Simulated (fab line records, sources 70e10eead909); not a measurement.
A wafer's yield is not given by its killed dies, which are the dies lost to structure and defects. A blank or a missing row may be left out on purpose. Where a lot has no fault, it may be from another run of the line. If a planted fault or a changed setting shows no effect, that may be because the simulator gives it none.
Matching of chambers :: flow nand harc :: 4 sister chambers for NHARC_A_WL_FILL_ALD_19 on ald metal-03
The step deposits TiN, target thk 2 nm, pulse time 3 s, ald cycles 100. 4 wafers are shown with their chamber, then 8 later ones without.

== WAFERS WITH THEIR CHAMBER ==
wafer: L079.1
chamber: 1
heater power w (W): 1260

wafer: L086.1
chamber: 0
heater power w (W): 1028

wafer: L086.2
chamber: 2
heater power w (W): 776

wafer: L090.1
chamber: 3
heater power w (W): 1002

== WAFERS MISSING THEIR CHAMBER ==
wafer: L090.2
heater power w (W): 772

wafer: L090.5
heater power w (W): 1003

wafer: L094.1
heater power w (W): 1005

wafer: L094.5
heater power w (W): 1028

wafer: L094.6
heater power w (W): 797

wafer: L096.3
heater power w (W): 785

wafer: L096.4
heater power w (W): 1220

wafer: L096.6
heater power w (W): 791

== WHICH CHAMBER EACH ONE RAN IN ==
wafer: L090.2
from the rows above: 2
in truth: 2

wafer: L090.5
from the rows above: can't be placed: 3 or 0
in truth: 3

wafer: L094.1
from the rows above: can't be placed: 3 or 0
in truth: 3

wafer: L094.5
from the rows above: can't be placed: 0 or 3
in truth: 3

wafer: L094.6
from the rows above: 2
in truth: 2

wafer: L096.3
from the rows above: 2
in truth: 2

wafer: L096.4
from the rows above: 1
in truth: 1

wafer: L096.6
from the rows above: 2
in truth: 2
Correctly placed: 5 of 8. Not placeable from these rows: 3 (in 3, the candidates include the true chamber). Wrongly placed: 0.
How it was worked out, from the rows above alone: a wafer's distance from a chamber is the root of the sum, over the readings, of the square of ((its reading less the chamber's mean) divided by the reading's scatter). If the next closest chamber is less than 2 further off than the closest, the wafer can't be placed; otherwise it belongs to the closest. A chamber's mean is the mean of its shown wafers. The scatter (one wafer shown for each chamber): square how far every hidden wafer sits from the nearest shown wafer, average those squares and take the square root.
